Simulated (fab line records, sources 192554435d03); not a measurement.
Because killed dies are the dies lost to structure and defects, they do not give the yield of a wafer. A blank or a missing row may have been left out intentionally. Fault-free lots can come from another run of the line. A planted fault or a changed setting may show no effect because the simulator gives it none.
Comparing a struck lot with a sound one ; flow n5-finfet ; 25 steps out of a route of 1938
Sound: wafers L350.1, L350.4, L350.5. Struck: wafer L345.1. (L345.3, L345.5 of the same lot were not struck and are left out.) The cause comes at the end.
Each step with rows lists, per side, the tool, then ch with its chambers, then its first start. Under that, the readings that differ: sound wafers ; struck wafers ; difference of the means ; sigmas: that difference in standard deviations of wafers without a fault.
alike: same words and numbers on both sides, and readings whose means sit less than 2 such deviations apart. not compared: any withheld reading, any reading some wafer has no value for, any bound like >300 that may hide the same value, and any number with overlapping values for which the record gives no deviation.
A row with sigmas, a row that says differs or no value, or rows on one side alone: a step with any of these is where the two part. When numbers do not overlap yet have no deviation, they are printed without sigmas and do not part them. Lack of a reading on every wafer of one side parts them only where that side has two or more wafers.

first, 9 steps without rows for these wafers: N5_FIN_SAQP_RECESS_71 (chemistry HF/NH3, target SiO2, target depth 3 nm, afs cycles 1, sublimation time 60 s); N5_FIN_SAQP_SPACER2_ALD_28 (deposits SiO2, target thk 8.1 nm, pulse time 1 s, purge time 2 s); N5_FIN_SAQP_SPACER2_ETCHBACK_29 (etches SiO2 in CHF3/O2, target depth 12.2 nm, time 6.1 s); N5_FIN_SAQP_MANDREL2_REMOVE_60 (chemistry HBr/Cl2/O2, target a-Si, stops on SiNx, bt time 10 s); N5_FIN_SAQP_HM_OPEN_33 (chemistry CH3F/O2, target SiNx, target depth 49.4 nm, time 70.6 s); N5_FIN_SAQP_ETCH_34 (etches SiO2 in C4F6/O2, target depth 45 nm, time 15 s); N5_FIN_SAQP_STRIP_77 (strips in N2/H2, time 90 s); N5_FIN_SAQP_ETCH_64 (etches SiO2 in CF4, target depth 1.5 nm); N5_FIN_SAQP_FIN_ETCH_36 (etches the open film in HBr/Cl2/O2, target depth 120 nm, time 50.4 s).
N5_FIN_SAQP_PRECLEAN_38: cleans in O3/DIW, time 45 s.
  sound on wet-bench-05 ch 1,2,4, day 7 20:40; struck on wet-bench-04 ch 1,3,6, day 6 16:02
then, 2 steps without rows for these wafers: N5_FIN_SAQP_PRECLEAN_45 (cleans in dHF, time 10 s); N5_FIN_SAQP_SRD_39 (time 30 s).
N5_FIN_SAQP_INSPECT_40: inspects for defects (brightfield).
  sound on defect-inspect-01 at day 7 20:46; struck on defect-inspect-02 at day 6 16:08
reading;sound;struck;difference;sigmas
raw-defect-count;155 171 134;1273;+1120;+17
then, 9 steps without rows for these wafers: N5_FIN_CUT_COAT_18 (time 60 s, resist thk 230 nm); N5_FIN_CUT_COAT_19 (time 60 s, resist thk 20 nm); N5_FIN_CUT_COAT_29 (time 60 s, resist thk 10 nm); N5_FIN_CUT_COAT_02 (resist thk 30 nm); N5_FIN_CUT_EBR_04; N5_FIN_CUT_SOFTBAKE_03 (time 60 s); N5_FIN_CUT_EXPOSE_05 (exposes mask FIN CUT); N5_FIN_CUT_PEB_06 (peb time 60 s); N5_FIN_CUT_DEVELOP_07 (develop time 30 s).
N5_FIN_CUT_INSPECT_10: inspects for defects (brightfield).
  sound on defect-inspect-02 at day 7 21:17; struck on defect-inspect-02 at day 6 16:34
reading;sound;struck;difference;sigmas
raw-defect-count;28 49 16;1122;+1091;+99 or more
then, 1 step without rows for these wafers: N5_FIN_CUT_DESCUM_13 (chemistry O2, time 7 s).
-- a jump in the record: the struck wafers' starts before and after are 11 days apart (it breaks off in module FIN_CUT and resumes in module PASSIVATION, where the first step shown is number 1936 of the route) --
N5_PASSIVATION_PROBE_49:
  the record has rows for the struck wafers here (prober-02, day 18 00:17) and none for the sound ones

## WHERE THEY PART
First at N5_FIN_SAQP_INSPECT_40; last, within this record, at N5_PASSIVATION_PROBE_49.

WHY: the cause the simulator had injected
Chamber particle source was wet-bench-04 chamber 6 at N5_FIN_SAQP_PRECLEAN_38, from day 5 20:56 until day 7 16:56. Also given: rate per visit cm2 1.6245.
